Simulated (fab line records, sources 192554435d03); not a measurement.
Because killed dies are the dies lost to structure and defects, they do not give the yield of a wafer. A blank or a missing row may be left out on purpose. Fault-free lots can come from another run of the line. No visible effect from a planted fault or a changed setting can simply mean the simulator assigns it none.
fab line records	flow n5-finfet	part 1 of 2: steps 1 to 6 of 7
[record] lots = 8	wafers = 23	last-day = 20
route steps=1938 shown BEOL_M4@1111 BEOL_M5@1171 BEOL_M15@1830 PASSIVATION@1936
lots with no fault: from the same line, run without faults
start-h: hours from the record's opening day to when the first of the lot's shown wafers began	wait-h: hours elapsed since this lot's preceding step	" unchanged from the row above	L1.1+2: a single row standing in for several wafers	- no value, or no start given	* or withheld: withheld	< > ~ a bound
route shown NAME@n: a module of which the file shows steps, and the number in the route of the first	usual: average and standard deviation across the fault-free wafers	same: alike in all rows	chamber/n: place in a boat	sites: readings site by site	_std_site: standard deviation across them	_edge_site: mean of outer sites minus mean of inner sites	radius-mm: how far each site lies from the wafer's centre	mask NAME#n: copy n	behind: the tool/chamber that last shaped the wafer	hold: cause of the lot's hold/its duration in hours/its outcome	device: which transistor (n, p or np) failed to switch	end of line: the tests these same wafers got at the end of their route	where a step has no rows: the recipe by itself	killed: dies that structure and defects cost at the first sort, which is not the same as the wafer's yield	map: dies across one wafer; x = killed, . = not, _ = none there
set.NAME: the setting that was run; set.NAME@STEP: the one run at that earlier step	model.NAME: the simulator's own value behind a step, which no gauge read
steps of the route over a sample of lots; a table a step, a row a wafer
services: the hour from which a tool's chamber was out of use, counted from the record's first day as start-h (under 0 if before that day), plus the number of hours and why
[[steps]]
[step N5_BEOL_M4_RC_MEAS_101]
[usual] DIBL_N = 36.3/1.2	DIBL_P = 36.3/1.4	IOFF_N = 0.160/0.02	IOFF_P = 0.210/0.025	ION_N = 675/9.5	ION_P = 462/7	SS_N = 71.5/0.53	SS_P = 73.4/0.55	VT_N = 249.5/2.6	VT_P = -250.1/2.9
lot.wafer	tool	chamber	start-h	wait-h	DIBL_N[mV/V]	DIBL_P[mV/V]	IOFF_N[nA/um]	IOFF_P[nA/um]	ION_N[uA/um]	ION_P[uA/um]	SS_N[mV/dec]	SS_P[mV/dec]	VT_N[mV]	VT_P[mV]
L931.2	prober-01	0	195.54	0.2	36.1	36.3	0.164	0.226	678	466	71.2	72.9	249.9	-248.1
L931.3	"	0	"	"	35.3	35.3	0.164	0.217	682	462	71.3	73.2	249.6	-246.8
L931.5	"	0	"	"	34.3	34.0	0.140	0.194	667	458	70.9	73.2	252.4	-250.2
L940.4	prober-02	0	248.21	0.5	37.4	37.4	0.188	0.253	670	466	72.8	73.0	244.6	-247.5
L940.5	"	0	"	"	34.4	34.2	0.134	0.198	666	465	70.9	72.1	250.7	-250.9
L941.1	prober-01	0	266.57	0.0	37.4	37.5	0.188	0.264	683	474	71.3	72.9	245.9	-243.1
L941.3	"	0	"	"	38.1	37.9	0.201	0.283	684	473	71.3	73.1	244.1	-245.8
L941.4	"	0	"	"	38.0	37.0	0.192	0.258	691	472	71.4	73.5	246.1	-245.2
L942.1	prober-02	0	282.97	0.0	35.2	34.7	0.131	0.185	658	450	71.7	73.8	254.0	-251.0
L942.2	"	0	"	"	35.2	36.1	0.147	0.210	684	468	70.9	73.9	251.6	-248.5
L942.5	"	0	"	"	36.1	36.3	0.147	0.188	664	453	71.8	73.7	252.1	-253.5
L950.1	prober-01	0	338.63	0.0	38.0	38.8	0.173	0.213	667	454	71.4	73.9	249.4	-251.8
L950.2	"	0	"	"	35.9	35.7	0.131	0.184	659	449	70.8	73.0	253.3	-254.3
L950.5	"	0	"	"	35.7	35.6	0.134	0.183	650	449	71.6	72.8	253.9	-253.9
L952.1	prober-01	0	344.62	0.0	36.0	36.6	0.165	0.215	682	462	71.3	73.0	247.6	-251.8
L952.4	"	0	"	"	35.2	35.6	0.144	0.190	674	462	70.7	73.1	250.9	-250.1
L952.5	"	0	"	"	35.2	35.0	0.141	0.183	679	466	71.6	73.3	252.5	-251.1
L954.1	prober-01	0	356.00	0.0	33.8	35.9	0.157	0.187	675	459	70.8	73.3	248.4	-252.7
L954.4	"	0	"	"	35.6	36.3	0.190	0.194	668	452	71.2	73.7	248.9	-254.3
L954.6	"	0	"	"	36.2	37.2	0.183	0.204	668	452	71.7	74.0	250.5	-252.4
L953.1	prober-02	0	363.29	0.0	35.3	36.4	0.154	0.208	679	472	71.6	72.7	247.8	-249.9
L953.4	"	0	"	"	34.8	34.8	0.143	0.183	683	466	70.8	72.7	248.7	-250.5
L953.6	"	0	"	"	34.6	35.8	0.151	0.206	691	466	71.3	72.1	250.1	-247.9
[step N5_BEOL_M5_PRE_CLEAN_45]
[recipe] gas = H2/He	time-s = 30	temp-c = 250
[usual] heater-power-w = 314/47
lot.wafer	tool	chamber	start-h	wait-h	heater-power-w
L931.2	pvd-sputter-03	-	201.26	0.0	394
L931.3	"	-	"	"	270
L931.5	"	-	"	"	276
L940.4	pvd-sputter-01	-	262.59	0.0	303
L940.5	"	-	"	"	297
L941.1	pvd-sputter-01	-	271.31	0.0	288
L941.3	"	-	"	"	299
L941.4	"	-	"	"	310
L942.1	pvd-sputter-03	-	287.42	0.0	239
L942.2	"	-	"	"	278
L942.5	"	-	"	"	283
L950.1	pvd-sputter-03	-	344.67	0.0	242
L950.2	"	-	"	"	275
L950.5	"	-	"	"	313
L952.1	pvd-sputter-03	-	352.44	0.0	278
L952.4	"	-	"	"	397
L952.5	"	-	"	"	406
L954.1	pvd-sputter-03	-	363.81	0.0	274
L954.4	"	-	"	"	253
L954.6	"	-	"	"	308
L953.1	pvd-sputter-01	-	369.19	0.0	352
L953.4	"	-	"	"	300
L953.6	"	-	"	"	344
[step N5_BEOL_M5_ALD_86]
[recipe] material = TaN	target-thk-a = *	temp-c = 275	ald-precursor-family = PDMAT	ald-co-reactant = NH3	pressure-torr = 3	carrier-flow-sccm = 1500	pulse-time-s = 2	purge-time-s = 3	co-reactant-purge-time-s = 2	co-reactant-pulse-time-s = 3	ald-cycles = 30	precursor-vessel-temp-c = 75	precursor-vessel-pressure-torr = 26.25	precursor-vessel-carrier-sccm = 1000
[usual] ald-cycles = 30/0	heater-power-w = 433/18
lot.wafer	tool	chamber	start-h	wait-h	ald-cycles	heater-power-w
L931.2	ald-metal-01	1	201.32	0.0	30	424
L931.3	"	3	"	"	30	436
L931.5	"	1	"	"	30	434
L940.4	ald-metal-01	3	262.65	0.0	21	429
L940.5	"	2	"	"	21	437
L941.1	ald-metal-01	3	271.60	0.3	30	430
L941.3	"	2	"	"	30	441
L941.4	"	0	"	"	21	431
L942.1	ald-metal-01	3	287.48	0.0	30	429
L942.2	"	1	"	"	30	430
L942.5	"	0	"	"	21	432
L950.1	ald-metal-01	0	344.73	0.0	30	424
L950.2	"	3	"	"	30	431
L950.5	"	0	"	"	30	420
L952.1	ald-metal-03	2	352.52	0.1	30	429
L952.4	"	3	"	"	30	386
L952.5	"	1	"	"	30	414
L954.1	ald-metal-01	2	363.87	0.0	30	443
L954.4	"	0	"	"	30	425
L954.6	"	0	"	"	30	416
L953.1	ald-metal-02	0	369.26	0.0	30	409
L953.4	"	1	"	"	30	441
L953.6	"	2	"	"	30	458
[step N5_BEOL_M5_SURFACE_TREAT_87]
[recipe] gas = Ar	time-s = *	ion-energy-ev = *	ion-current-ma-cm2 = 0.5	pressure-mtorr = *	ar-flow-sccm = 30
[usual] throttle-valve-pct = *
lot.wafer	tool	chamber	start-h	wait-h	throttle-valve-pct
L931.2	pvd-sputter-01	-	201.55	0.1	*
L931.3	"	-	"	"	*
L931.5	"	-	"	"	*
L940.4	pvd-sputter-02	-	262.88	0.1	*
L940.5	"	-	"	"	*
L941.1	pvd-sputter-02	-	273.07	1.4	*
L941.3	"	-	"	"	*
L941.4	"	-	"	"	*
L942.1	pvd-sputter-01	-	287.92	0.3	*
L942.2	"	-	"	"	*
L942.5	"	-	"	"	*
L950.1	pvd-sputter-01	-	346.21	1.4	*
L950.2	"	-	"	"	*
L950.5	"	-	"	"	*
L952.1	pvd-sputter-01	-	353.00	0.4	*
L952.4	"	-	"	"	*
L952.5	"	-	"	"	*
L954.1	pvd-sputter-03	-	364.10	0.1	*
L954.4	"	-	"	"	*
L954.6	"	-	"	"	*
L953.1	pvd-sputter-01	-	369.53	0.2	*
L953.4	"	-	"	"	*
L953.6	"	-	"	"	*
[step N5_BEOL_M5_ANNEAL_84]
[recipe] temp-c = 400	time-s = 1800	ambient = vacuum
[usual] heater-power-w = 778/88
lot.wafer	tool	chamber	start-h	wait-h	heater-power-w
L931.2	pvd-sputter-01	-	204.05	0.0	908
L931.3	"	-	"	"	719
L931.5	"	-	"	"	895
L940.4	pvd-sputter-01	-	265.42	0.0	717
L940.5	"	-	"	"	697
L941.1	pvd-sputter-01	-	275.54	0.0	765
L941.3	"	-	"	"	716
L941.4	"	-	"	"	770
L942.1	pvd-sputter-02	-	291.74	0.0	764
L942.2	"	-	"	"	879
L942.5	"	-	"	"	893
L950.1	pvd-sputter-03	-	348.99	0.0	675
L950.2	"	-	"	"	1041
L950.5	"	-	"	"	613
L952.1	pvd-sputter-03	-	355.64	0.0	703
L952.4	"	-	"	"	609
L952.5	"	-	"	"	781
L954.1	pvd-sputter-01	-	366.69	0.0	889
L954.4	"	-	"	"	800
L954.6	"	-	"	"	736
L953.1	pvd-sputter-01	-	372.48	0.0	748
L953.4	"	-	"	"	787
L953.6	"	-	"	"	777
[step N5_BEOL_M15_RC_MEAS_101]
[usual] COMB_M10 = 1.5e-11/3.2e-12	COMB_M11 = 1.5e-11/3.2e-12	COMB_M12 = 6.9e-12/1.6e-12	COMB_M13 = 5.4e-12/1e-12	COMB_M14 = 4e-12/8.6e-13	COMB_M15 = 3e-12/8.8e-13	COMB_M5 = 3.7e-11/7.6e-12	COMB_M5_max_site = 5.4e-11/1.3e-11	COMB_M6 = 2.6e-11/5.1e-12	COMB_M7 = 2.5e-11/5e-12	COMB_M8 = 2.6e-11/4.8e-12	COMB_M8_max_site = 3.6e-11/7.5e-12	COMB_M9 = 1.44e-11/2.5e-12	SERP_M10 = 3.11/0.06	SERP_M10_max_site = 3.19/0.07	SERP_M11 = 3.08/0.052	SERP_M12 = 0.643/0.014	SERP_M12_max_site = 0.656/0.014	SERP_M13 = 0.312/0.0045	SERP_M14 = 0.163/0.0031	SERP_M5 = 39.4/1.3	SERP_M6 = 13.9/0.43	SERP_M7 = 14.1/0.42	SERP_M8 = 13.9/0.45	SERP_M9 = 3.09/0.068
lot.wafer	tool	chamber	start-h	wait-h	COMB_M10[S/m]	COMB_M11[S/m]	COMB_M12[S/m]	COMB_M13[S/m]	COMB_M14[S/m]	COMB_M15[S/m]	COMB_M5[S/m]	COMB_M5_max_site[S/m]	COMB_M6[S/m]	COMB_M7[S/m]	COMB_M8[S/m]	COMB_M8_max_site[S/m]	COMB_M9[S/m]	SERP_M10[ohm/um]	SERP_M10_max_site[ohm/um]	SERP_M11[ohm/um]	SERP_M12[ohm/um]	SERP_M12_max_site[ohm/um]	SERP_M13[ohm/um]	SERP_M14[ohm/um]	SERP_M5[ohm/um]	SERP_M6[ohm/um]	SERP_M7[ohm/um]	SERP_M8[ohm/um]	SERP_M9[ohm/um]
L931.2	prober-01	0	299.15	0.2	1.2e-11	1.8e-11	6.3e-12	5.4e-12	3.5e-12	1.8e-12	3.6e-11	4.6e-11	2.6e-11	2.3e-11	2.2e-11	3.3e-11	1.24e-11	3.09	3.15	3.13	0.647	0.661	0.316	0.163	39.9	13.8	14.5	14.9	3.20
L931.3	"	0	"	"	1.3e-11	1.8e-11	3.9e-12	6.5e-12	4.1e-12	2.1e-12	3.6e-11	6.4e-11	2.5e-11	2.3e-11	1.9e-11	2.6e-11	1.18e-11	3.16	3.20	3.08	0.673	0.688	0.308	0.157	39.3	14.0	13.6	13.5	3.18
L931.5	"	0	"	"	1.6e-11	1.2e-11	4.7e-12	4.7e-12	3.7e-12	3.1e-12	3.4e-11	5.3e-11	2.8e-11	2.5e-11	2.7e-11	3.4e-11	1.41e-11	3.10	3.23	3.06	0.665	0.673	0.310	0.158	38.7	14.6	14.1	14.7	3.07
L940.4	prober-01	0	349.72	0.5	1.3e-11	1.3e-11	7.6e-12	4.6e-12	3.5e-12	3e-12	1.1e-10	1.34e-10	2.2e-11	2.6e-11	3e-11	4e-11	1.45e-11	3.11	3.15	3.00	0.650	0.661	0.308	0.162	37.7	14.6	13.9	14.5	3.08
L940.5	"	0	"	"	1.8e-11	1.6e-11	5.3e-12	4.4e-12	3.7e-12	1.8e-12	8.9e-11	9.9e-11	3e-11	2.3e-11	2.6e-11	3.8e-11	1.03e-11	3.19	3.24	3.08	0.655	0.668	0.311	0.166	36.6	15.1	13.9	13.7	3.10
L941.1	prober-02	0	356.41	0.0	2.2e-11	1.3e-11	8.3e-12	5.9e-12	4.1e-12	3.4e-12	3.2e-11	5.7e-11	2e-11	3e-11	2.4e-11	3.2e-11	1.29e-11	3.15	3.20	3.14	0.659	0.671	0.311	0.165	39.5	14.2	13.6	13.3	2.99
L941.3	"	0	"	"	1.7e-11	1.3e-11	7.7e-12	5.7e-12	6.5e-12	3.5e-12	2.2e-11	3.1e-11	2.6e-11	2e-11	2.4e-11	3.8e-11	1.62e-11	3.08	3.16	3.02	0.651	0.661	0.309	0.169	40.2	13.6	13.9	14.2	3.09
L941.4	"	0	"	"	1.8e-11	1.8e-11	9e-12	4.8e-12	5.4e-12	3.3e-12	8.3e-11	9.9e-11	2.6e-11	2.6e-11	2.5e-11	3.8e-11	1.83e-11	3.16	3.22	3.16	0.651	0.657	0.315	0.165	38.0	14.7	14.1	13.4	3.18
L942.1	prober-01	0	372.24	0.0	1.4e-11	1.3e-11	6e-12	5.4e-12	3.9e-12	2.4e-12	3.1e-11	4e-11	1.6e-11	2.6e-11	1.8e-11	2.9e-11	1.68e-11	3.11	3.29	3.04	0.646	0.658	0.320	0.159	38.9	13.7	14.0	13.9	3.22
L942.2	"	0	"	"	2.2e-11	1.5e-11	5.2e-12	6e-12	2.5e-12	2.4e-12	5e-11	8.4e-11	2.8e-11	2.6e-11	3e-11	3.6e-11	1.48e-11	3.20	3.32	3.06	0.643	0.651	0.311	0.161	40.6	13.8	14.0	13.9	3.09
L942.5	"	0	"	"	1.2e-11	1.6e-11	4.8e-12	5.9e-12	2.8e-12	1.8e-12	1.24e-10	1.44e-10	1.9e-11	2.7e-11	2.3e-11	2.9e-11	1.75e-11	3.15	3.31	3.05	0.649	0.662	0.315	0.161	36.3	14.4	13.7	14.2	3.14
L950.1	prober-01	0	441.13	0.1	1.3e-11	1.3e-11	6.2e-12	5.9e-12	3.3e-12	2e-12	3.8e-11	6.5e-11	2.9e-11	2.6e-11	3.3e-11	4.7e-11	1.12e-11	3.18	3.32	3.17	0.628	0.638	0.305	0.162	39.6	14.1	13.6	13.4	3.01
L950.2	"	0	"	"	1e-11	1.1e-11	6e-12	5.5e-12	3.6e-12	2.6e-12	5.1e-11	7.2e-11	2.5e-11	3e-11	2.9e-11	3.7e-11	1.22e-11	3.04	3.15	3.16	0.623	0.641	0.308	0.162	37.9	13.9	13.8	14.5	3.07
L950.5	"	0	"	"	9e-12	1.5e-11	3.9e-12	5e-12	3.6e-12	1.6e-12	3.7e-11	4.7e-11	1.8e-11	2.4e-11	2.9e-11	6.2e-11	1.43e-11	3.17	3.27	3.10	0.600	0.614	0.310	0.163	38.3	14.1	13.9	13.1	3.01
L954.1	prober-02	0	451.39	0.0	1.1e-11	1.6e-11	7.5e-12	6.3e-12	4.7e-12	4.5e-12	4.5e-11	6e-11	2.5e-11	3.2e-11	2.5e-11	3.3e-11	1.87e-11	3.07	3.14	3.19	0.651	0.658	0.319	0.159	37.6	12.6	14.1	13.9	3.09
L954.4	"	0	"	"	1.3e-11	1.7e-11	9.8e-12	7.4e-12	4.2e-12	3.7e-12	3.6e-11	5.5e-11	2.6e-11	3.5e-11	2.7e-11	4.2e-11	1.13e-11	3.11	3.15	3.07	0.652	0.665	0.318	0.164	38.7	13.2	14.4	14.2	3.16
L954.6	"	0	"	"	1.9e-11	1.2e-11	5.9e-12	5.4e-12	4.6e-12	3e-12	5e-11	7.4e-11	2.3e-11	3.3e-11	2.6e-11	3.9e-11	1.51e-11	3.11	3.19	3.12	0.645	0.660	0.314	0.161	38.5	13.7	13.5	14.3	3.16
L952.1	prober-01	0	451.49	0.0	2.1e-11	1.8e-11	8.1e-12	6.2e-12	3.2e-12	2e-12	2.7e-11	6e-11	1.9e-11	3.1e-11	2.3e-11	3.8e-11	1.45e-11	3.14	3.18	3.13	0.661	0.670	0.309	0.163	41.0	13.5	14.2	13.8	3.16
L952.4	"	0	"	"	1.8e-11	1.1e-11	4.8e-12	4.6e-12	2.7e-12	2e-12	2.9e-11	5e-11	2e-11	1.8e-11	2.1e-11	3.4e-11	1.46e-11	3.08	3.15	3.14	0.635	0.645	0.314	0.163	38.9	14.1	14.2	13.4	3.05
L952.5	"	0	"	"	1.7e-11	1.2e-11	5.4e-12	4.3e-12	2.7e-12	1.9e-12	3.4e-11	4.4e-11	2e-11	2.7e-11	2.7e-11	3.4e-11	1.33e-11	3.19	3.24	3.11	0.642	0.645	0.303	0.163	38.1	13.9	14.3	13.5	3.03
L953.1	prober-02	0	464.17	0.0	1.5e-11	1.2e-11	5.9e-12	8.3e-12	5.1e-12	4e-12	4.2e-11	5.5e-11	2.3e-11	2.2e-11	3.2e-11	4.7e-11	1.35e-11	3.15	3.21	3.19	0.643	0.649	0.311	0.164	41.1	13.6	14.5	13.6	3.08
L953.4	"	0	"	"	1.5e-11	9e-12	6.5e-12	3.9e-12	4.2e-12	4.3e-12	3.2e-11	4.7e-11	2.4e-11	2.3e-11	2.4e-11	3.1e-11	1.56e-11	3.09	3.17	3.14	0.640	0.650	0.306	0.165	40.1	14.1	15.0	14.0	3.15
L953.6	"	0	"	"	1.4e-11	1.5e-11	6.4e-12	4.8e-12	4.5e-12	4.4e-12	3.7e-11	5.3e-11	2.5e-11	1.9e-11	2.6e-11	3.6e-11	1.17e-11	3.17	3.24	3.12	0.644	0.656	0.310	0.161	40.4	13.8	14.3	13.9	3.11
// sites COMB_M5 radius-mm=0,75,75,75,75,140,140,140,140
L931.2 3.1e-11 2.8e-11 3.9e-11 3.2e-11 3.5e-11 4.6e-11 3.8e-11 3.9e-11 3.6e-11
L940.4 1.1e-10 1.06e-10 1.23e-10 9.8e-11 1.04e-10 1.34e-10 1.11e-10 9e-11 1.15e-10
L941.1 2.6e-11 3.2e-11 5.7e-11 4e-11 3.1e-11 2.7e-11 4.5e-11 5.6e-11 2.5e-11
L942.1 3e-11 3.6e-11 2.6e-11 3.1e-11 3.1e-11 3.6e-11 3.1e-11 4e-11 3.6e-11
L950.1 4.6e-11 6.5e-11 4.8e-11 3.4e-11 2.8e-11 2.8e-11 5e-11 2.4e-11 3.8e-11
L954.1 4.7e-11 4.2e-11 2.5e-11 4.5e-11 6e-11 4.9e-11 5.6e-11 4.2e-11 3.9e-11
L952.1 2.7e-11 2.4e-11 6e-11 2.7e-11 3.8e-11 3.3e-11 2.1e-11 1.9e-11 2.4e-11
L953.1 5.5e-11 5e-11 2.7e-11 4.2e-11 4.6e-11 4.3e-11 4e-11 3.1e-11 3.6e-11
[[key]]
[first-sign] step = N5_BEOL_M5_ALD_86	reading = ald-cycles	direction = down	sigmas = 99+	usual = *	struck = *
[effect] step = N5_BEOL_M15_RC_MEAS_101	reading = COMB_M5	direction = up	sigmas = 8.4	usual = 3.7e-11	struck = 1.01e-10
[effect] step = N5_PASSIVATION_PROBE_49	reading = sort_bin_4_leakage	direction = up	sigmas = 28	usual = 0	struck = 2.37
[more-kills-born-at] N5_BEOL_M5_ALD_86@ald-metal-01 = 112
met-at N5_BEOL_M5_ALD_86
struck-lots L940,L941,L942
struck-wafers L940.4,L940.5,L941.4,L942.5
not-acting-at N5_BEOL_M5_PRE_CLEAN_45,N5_BEOL_M5_SURFACE_TREAT_87,N5_BEOL_M5_ANNEAL_84
onset-between 201.32 262.65
[fault] kind = process-parameter-drift	tool = ald-metal-01	chamber = -	onset-h = 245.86	steps = N5_BEOL_M5_ALD_86	channel = ald-cycles	offset = *	shape = step	end-h = 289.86	scope = struck-wafers-only	acts-in = *	stated = *
